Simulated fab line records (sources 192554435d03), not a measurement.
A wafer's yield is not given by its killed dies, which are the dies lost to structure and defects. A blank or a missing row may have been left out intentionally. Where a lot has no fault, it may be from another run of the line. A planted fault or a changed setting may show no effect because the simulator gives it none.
Comparing a struck lot with a sound one    flow n5Finfet    15 steps out of a route of 1938
Sound: these wafers, L844.1, L844.2, L844.6. Wafers L838.1, L838.4, L838.6 were the ones struck. Last of all comes the cause.
Order at every step that has rows: each side's tool, ch and its chambers, its first start. Under that, the readings that differ: sound wafers    struck wafers    difference of the means    sigmas: that difference in standard deviations of wafers without a fault.
alike: a reading whose means differ by less than 2 such deviations, as well as words and numbers matching on both sides. not compared: withheld readings; readings where some wafer has no value; bounds like >300 that might hide an equal value; numbers whose values overlap and for which the record gives no deviation.
The two part at a step that has a row with sigmas, a row that says differs or no value, or rows on one side only. Numbers that don't overlap but have no deviation are shown without sigmas and don't part them. A reading that every wafer of one side lacks parts them only if that side has two wafers or more.

first, 11 steps without rows for these wafers: N5_BEOL_M0_SAQP_HM_OPEN_112 (chemistry CHF3/O2, target SiO2, stops on a-Si, target depth 12 nm, time 13.5 s); N5_BEOL_M0_SAQP_STRIP_113 (strips in CHF3/O2); N5_BEOL_M0_SAQP_MANDREL_ETCH_20 (etches a-Si in HBr/Cl2, stops on SiNx, target depth 60 nm, bt time 10 s, time 30 s); N5_BEOL_M0_SAQP_STRIP_86 (strips in N2/H2); N5_BEOL_M0_SAQP_STRIP_115 (strips in post etch residue remover, time 60 s); N5_BEOL_M0_SAQP_SRD_93 (time 30 s); N5_BEOL_M0_SAQP_RECESS_114 (chemistry HF/NH3, target SiO2, target depth 14.4 nm, afs cycles 3, sublimation time 60 s); N5_BEOL_M0_SAQP_SPACER1_ALD_98 (deposits SiO2, target thk 12.8 nm, pulse time 1 s, purge time 2 s); N5_BEOL_M0_SAQP_SPACER1_ETCHBACK_99 (etches SiO2 in CHF3/O2, target depth 15.4 nm, time 7.7 s); N5_BEOL_M0_SAQP_MANDREL1_REMOVE_100 (chemistry HBr/Cl2/O2, target a-Si, stops on SiNx, bt time 10 s); N5_BEOL_M0_SAQP_ETCH_101 (etches SiNx in CH3F/O2, target depth 29.9 nm, time 42.7 s).
N5_BEOL_M0_SAQP_ETCH_102: etches SiO2 in CF4, target depth 4 nm, time 4.4 s.
  sound on rieSi-04 ch 0,1,3, day 8 23:44; struck on rieSi-03 ch 0,1,3, day 7 09:26
  no value came back on the struck wafers for any of 5 readings (biasW (W), cf4FlowSccm (sccm) and others); on the sound wafers biasW (W) reads 399.4 400.5 400.7
  not compared: rfHoursCounterH
then, 1 step without rows for these wafers: N5_BEOL_M0_SAQP_MANDREL_ETCH_103 (etches a-Si in HBr/Cl2, stops on SiCN, target depth 45 nm, bt time 10 s, time 27 s).
N5_BEOL_M4_RC_MEAS_101:
  the record has rows for the sound wafers here (prober-01 ch 0, day 13 03:07) and none for the struck ones
-- a jump in the record: the struck wafers' starts before and after are 9 days apart (it breaks off in module BEOL_M4 and resumes in module PASSIVATION, where the first step shown is number 1936 of the route) --
N5_PASSIVATION_PROBE_49:
  sound: prober-02 at day 17 05:41; struck: prober-01 at day 15 23:44
reading                  sound  struck          difference  sigmas
defectLimitedYield (%)   90.6   0 0 0           -91         -76
killed_at_M0_to_M3       34     1130 1125 1110  +1088       +99
killed_at_M4_up          29     8 8 14          -19         -3
killedDies               111    1180 1180 1180  +1069       +71
killedOnRim              12     152 152 152     +140        +39
sort_bin_5_function (%)  6.0    97.5 95.8 96.6  +90.6       +99 or more
sortNPass                1069   0 0 0           -1069       -71
sortYieldPct (%)         90.6   0 0 0           -91         -76
  alike: killedAtContacts, killedAtFrontEnd, killedAtOther, killedOpen, killedShort, sort_bin_6_memory

== WHERE THEY PART ==
At N5_BEOL_M0_SAQP_ETCH_102 first; at N5_PASSIVATION_PROBE_49 last (within this record only).

WHY: whatever the simulator had introduced
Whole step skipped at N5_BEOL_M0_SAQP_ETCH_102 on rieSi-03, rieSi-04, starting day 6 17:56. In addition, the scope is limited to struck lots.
